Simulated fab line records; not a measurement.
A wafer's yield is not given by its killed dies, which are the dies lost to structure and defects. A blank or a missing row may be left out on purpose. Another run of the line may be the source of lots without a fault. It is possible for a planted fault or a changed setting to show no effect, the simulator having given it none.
Problem report, 8D (eight disciplines) form, completed by code -- flow n5Finfet -- the parts of the form that need people (team, actions taken, sign-off) are left out

## 1. THE PROBLEM
At N5_PASSIVATION_PROBE_49, killed_at_M0_to_M3 averages 175 over 2 wafers from 2 lots, while fault-free wafers read 33, standard deviation 10. Relative to the usual mean, that is a shift of +14 standard deviations.
First observed at day 15 13:21: wafer L307.1, on prober-01. The record has a number at this step for 10 wafers belonging to 4 lots. Rule for "out" (also "out of limits"): further than 4 standard deviations from the usual mean. All remaining wafers that have a number are taken as sound.

## 2. WHAT IT IS; WHAT IT IS NOT
question,is,is not
which readings at this step,"killed_at_M0_to_M3, defectLimitedYield, killedDies, killedOnRim, sort_bin_5_function, sortNPass, sortYieldPct","killed_at_M4_up, killedAtContacts, killedAtFrontEnd, killedAtOther, killedOpen, killedShort, sort_bin_6_memory, sort_bin_8_speed"
which lots,"L307, L312","L305, L310"
which wafers of those lots,"L307.1, L312.2","L307.2, L307.6, L312.5, L312.6"
read on which tools,"prober-01, prober-02",-
when,from day 15 13:21,"up to then (2 sound wafers); but 6 sound wafers of L307, L310, L312 came after"

## 3. WHAT RULES OUT EACH SUSPECT
Counting: any tool at a process step up to the reading remains a suspect provided it ran every lot that is out. Sound lots after the first of them don't rule it out here, since some wafers of a struck lot are sound.
- cvdCo-02 at N5_BEOL_M2_CVD_47 (deposits Co from CCTBA/H2, target thk 3 nm, time 223.8 s): kept. Every lot that is out went through it, the first being L307 (day 9 10:53); the last sound lot it ran before that was L305 (day 9 10:07).
- cvdCo-02, N5_BEOL_M2_CVD_47: wafers that are out in chamber 0, sound lot-mates in chambers 1, 2.
After counting, what remains is cvdCo-02 at N5_BEOL_M2_CVD_47.

## 4. THE CAUSE (what the simulator had put in)
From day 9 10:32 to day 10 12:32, cvdCo-02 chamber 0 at N5_BEOL_M2_CVD_47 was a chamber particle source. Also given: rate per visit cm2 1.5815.
This tool alone remained once counting was done.

## 5. SEQUENCE OF EFFECTS, ordered by route
One row per reading whose mean, taken over the struck wafers that have a number, lies over 3 standard deviations from the usual. Only readings whose record carries a usual standard deviation are examined. hours: median over the lots of the time between each lot's start at the first step of this table that gives one and its start at this step. sigmas: the change, counted in usual standard deviations.
hours,step,reading,usual,on struck wafers,change,sigmas
0,N5_PASSIVATION_PROBE_49,defectLimitedYield,91.6 %,80.1,-11.5,-8.2
0,N5_PASSIVATION_PROBE_49,killed_at_M0_to_M3,33,175,+142,+14
0,N5_PASSIVATION_PROBE_49,killedDies,99,235,+136,+8.5
0,N5_PASSIVATION_PROBE_49,killedOnRim,13,34,+22,+5.1
0,N5_PASSIVATION_PROBE_49,sort_bin_5_function,4.9 %,12.1,+7.2,+7.9
0,N5_PASSIVATION_PROBE_49,sortNPass,1081,945,-136,-8.0
0,N5_PASSIVATION_PROBE_49,sortYieldPct,91.6 %,80.1,-11.5,-8.2
The process steps in it:
- N5_PASSIVATION_PROBE_49

## 6. WHAT WOULD HAVE CAUGHT IT SOONER
The fault began at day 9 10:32; the first out-of-limits reading in this record came at day 15 13:21, 147 hours later.
By day 15 13:21, every lot that is out (2) had started N5_BEOL_M2_CVD_47 on cvdCo-02. Tool hold at that time: it would have spared none of them.
